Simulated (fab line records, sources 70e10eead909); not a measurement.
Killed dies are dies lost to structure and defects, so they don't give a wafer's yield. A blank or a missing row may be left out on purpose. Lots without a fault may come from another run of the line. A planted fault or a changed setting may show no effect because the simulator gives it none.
Chamber matching | flow nand_harc | NHARC_A_BLC_ETCH_16 on rie_diel-05: 4 sister chambers
The step etches the open film in CF4, target depth 39 nm, time 65 s. 33 wafers are shown with their chamber, then 12 later ones without.

WAFERS WITH THEIR CHAMBER
wafer  | chamber | showerhead_plenum_p_Torr (Torr) | drypump_motor_current_A (A) | oes_product_au (a.u.)
L074.2 | 0       | 1.83                            | 5.63                        | 0.990
L074.3 | 3       | 1.79                            | 5.38                        | 0.983
L074.6 | 0       | 1.83                            | 5.64                        | 0.992
L077.3 | 1       | 1.77                            | 5.36                        | 1.001
L077.4 | 0       | 1.83                            | 5.63                        | 0.993
L077.5 | 1       | 1.77                            | 5.39                        | 1.000
L078.1 | 0       | 1.83                            | 5.67                        | 0.994
L078.2 | 3       | 1.79                            | 5.41                        | 0.997
L078.4 | 0       | 1.83                            | 5.66                        | 0.996
L081.1 | 3       | 1.79                            | 5.40                        | 0.999
L081.3 | 1       | 1.77                            | 5.40                        | 1.002
L081.5 | 0       | 1.83                            | 5.63                        | 1.002
L081.2 | 0       | 1.83                            | 5.66                        | 1.004
L081.4 | 1       | 1.77                            | 5.43                        | 1.010
L081.6 | 3       | 1.79                            | 5.42                        | 1.000
L085.3 | 1       | 1.77                            | 5.43                        | 0.990
L085.4 | 2       | 1.84                            | 5.61                        | 1.001
L085.5 | 0       | 1.83                            | 5.65                        | 0.992
L086.2 | 2       | 1.84                            | 5.59                        | 0.993
L086.5 | 0       | 1.83                            | 5.65                        | 0.994
L086.6 | 3       | 1.79                            | 5.39                        | 0.992
L084.1 | 2       | 1.84                            | 5.56                        | 1.004
L084.2 | 0       | 1.83                            | 5.64                        | 0.996
L084.3 | 3       | 1.79                            | 5.38                        | 0.998
L084.4 | 1       | 1.77                            | 5.40                        | 1.001
L084.5 | 2       | 1.84                            | 5.58                        | 0.999
L084.6 | 3       | 1.79                            | 5.39                        | 0.994
L091.2 | 2       | 1.84                            | 5.57                        | 0.995
L091.3 | 3       | 1.79                            | 5.40                        | 0.986
L091.4 | 1       | 1.76                            | 5.35                        | 0.998
L092.1 | 3       | 1.78                            | 5.40                        | 0.998
L092.2 | 0       | 1.83                            | 5.66                        | 0.997
L092.5 | 3       | 1.78                            | 5.38                        | 0.990

SIGNATURES (means of the wafers above)
reading                  | chamber 0 | chamber 1 | chamber 2 | chamber 3 | scatter within a chamber
showerhead_plenum_p_Torr | 1.8300    | 1.7686    | 1.8400    | 1.7880    | 0.00291
drypump_motor_current_A  | 5.6473    | 5.3943    | 5.5820    | 5.3950    | 0.0194
oes_product_au           | 0.99545   | 1.00029   | 0.99840   | 0.99370   | 0.00518
Rule: a wafer's distance from a chamber is the root of the sum, over the readings, of the square of ((its reading less the chamber's mean) divided by the reading's scatter). The wafer belongs to the nearest chamber; if the next one is less than 2 further off, it can't be placed. The scatter: the root of (the sum of the squares of (reading less its chamber's mean) over the shown wafers, divided by (wafers less chambers)).

WAFERS WITHOUT THEIR CHAMBER
wafer  | showerhead_plenum_p_Torr (Torr) | drypump_motor_current_A (A) | oes_product_au (a.u.)
L094.2 | 1.76                            | 5.37                        | 0.998
L094.4 | 1.84                            | 5.59                        | 0.996
L094.5 | 1.84                            | 5.61                        | 1.003
L096.1 | 1.78                            | 5.41                        | 0.997
L096.3 | 1.76                            | 5.41                        | 0.997
L096.6 | 1.84                            | 5.54                        | 0.998
L097.1 | 1.83                            | 5.63                        | 0.997
L097.2 | 1.84                            | 5.55                        | 0.995
L097.3 | 1.76                            | 5.40                        | 0.995
L097.4 | 1.78                            | 5.38                        | 1.003
L097.5 | 1.78                            | 5.37                        | 0.990
L097.6 | 1.83                            | 5.65                        | 0.997

WHICH CHAMBER EACH WENT THROUGH
wafer  | from the rows above     | in truth
L094.2 | 1                       | 1
L094.4 | 2                       | 2
L094.5 | 2                       | 2
L096.1 | can't be placed: 3 or 1 | 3
L096.3 | 1                       | 1
L096.6 | 2                       | 2
L097.1 | 0                       | 0
L097.2 | 2                       | 2
L097.3 | 1                       | 1
L097.4 | can't be placed: 3 or 1 | 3
L097.5 | can't be placed: 3 or 1 | 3
L097.6 | 0                       | 0
Placed correctly: 9 of 12. Can't be placed from these rows: 3 (the true chamber is among the candidates in 3). Placed wrongly: 0.
